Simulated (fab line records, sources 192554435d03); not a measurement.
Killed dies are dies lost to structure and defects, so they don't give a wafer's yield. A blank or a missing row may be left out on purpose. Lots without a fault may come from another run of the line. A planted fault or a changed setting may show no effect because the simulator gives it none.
Split-lot experiment | flow n5_finfet | 7 lots, 21 wafers read, on a route of 1938 steps

THE SPLIT
At N5_DUMMY_GATE_COAT_28 (time 60 s, resist thk 10 nm), the setting spin_rpm was moved away from the recipe's 1500 rpm on 8 of the 21 wafers read, by -3.9% to +11.2%. The other wafers ran this setting at the recipe's value.

The reading is taken at the split's own step.

THE READING
underlayer_of_DUMMY_GATE_COAT_28.thk_nm (the simulator's own value, which no gauge read), in nm, at N5_DUMMY_GATE_COAT_28 (time 60 s, resist thk 10 nm). The file gives no usual value for it.

wafer  | tool, chamber at the split | spin_rpm as run, rpm | against the recipe | underlayer_of_DUMMY_GATE_COAT_28.thk_nm, nm | against lot-mates on the recipe
L078.2 | litho_track-05, 0          | 1500                 | recipe             | 10                                          | -
L078.4 | litho_track-05, 0          | 1500                 | recipe             | 10                                          | -
L078.6 | litho_track-05, 0          | 1500                 | recipe             | 10                                          | -
L081.2 | litho_track-02, 0          | 1500                 | recipe             | 10                                          | -
L081.3 | litho_track-02, 0          | 1442                 | -3.9%              | 10.2                                        | +0.2
L081.4 | litho_track-02, 0          | 1442                 | -3.9%              | 10.2                                        | +0.2
L083.2 | litho_track-01, 0          | 1500                 | recipe             | 10                                          | -
L083.4 | litho_track-01, 0          | 1500                 | recipe             | 10                                          | -
L083.5 | litho_track-01, 0          | 1500                 | recipe             | 10                                          | -
L085.1 | litho_track-02, 0          | 1500                 | recipe             | 10                                          | -
L085.2 | litho_track-02, 0          | 1560                 | +4.0%              | 9.8                                         | -0.2
L085.3 | litho_track-02, 0          | 1560                 | +4.0%              | 9.8                                         | -0.2
L089.1 | litho_track-02, 0          | 1668                 | +11.2%             | 9.4                                         | -0.6
L089.3 | litho_track-02, 0          | 1668                 | +11.2%             | 9.6                                         | -0.4
L089.5 | litho_track-02, 0          | 1500                 | recipe             | 10                                          | -
L092.1 | litho_track-02, 0          | 1643                 | +9.5%              | 9.6                                         | -0.4
L092.3 | litho_track-02, 0          | 1643                 | +9.5%              | 9.6                                         | -0.4
L092.6 | litho_track-02, 0          | 1500                 | recipe             | 10                                          | -
L095.3 | litho_track-02, 0          | 1500                 | recipe             | 10                                          | -
L095.5 | litho_track-02, 0          | 1500                 | recipe             | 10                                          | -
L095.6 | litho_track-02, 0          | 1500                 | recipe             | 10                                          | -

THE FIT
A straight line over all 21 wafers: underlayer_of_DUMMY_GATE_COAT_28.thk_nm changes by -0.0447 nm for each +1% of spin_rpm; r = -0.99; the points scatter about the line by 0.035 nm.
The same after taking each lot's own level away (the mean of its wafers on the recipe; 21 wafers): -0.0447 nm for each +1%; r = -0.99; scatter 0.035 nm.
On that fit, the largest move of spin_rpm shifts the reading by 0.5 nm.
The lots' own levels span 10.00 to 10.00 nm.
So the lot-to-lot level changes the slope little: the two slopes agree.
Check: with one of the wafers moved furthest among these (+11.2%) left out of the fit, the line predicts -0.463 nm for it against its lot-mates. It came out at -0.6 nm against them.

OTHER SPLITS ON THESE WAFERS
These wafers also went through other splits before the reading. Each is held against what the fit with the lots' levels taken away leaves over:
other split on the same wafers                    | wafers away from the commonest value | r with underlayer_of_DUMMY_GATE_COAT_28.thk_nm (lot level and that fit taken away)
N5_PMOS_HMC_CHANNEL_EPI_PEB_07 peb_temp_c         | 10                                   | -0.09
N5_PMOS_HMC_CHANNEL_EPI_DEVELOP_08 develop_time_s | 8                                    | -0.05
N5_FIN_SAQP_DESCUM_21 time_s                      | 12                                   | -0.19
N5_FIN_CUT_COAT_19 spin_rpm                       | 6                                    | +0.01
N5_FIN_CUT_EXPOSE_05 dose_mj                      | 5                                    | -0.03

THE FILE'S OWN FIT
underlayer_of_DUMMY_GATE_COAT_28.thk_nm changes by -0.0444 nm for each +1% of spin_rpm, r = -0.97.
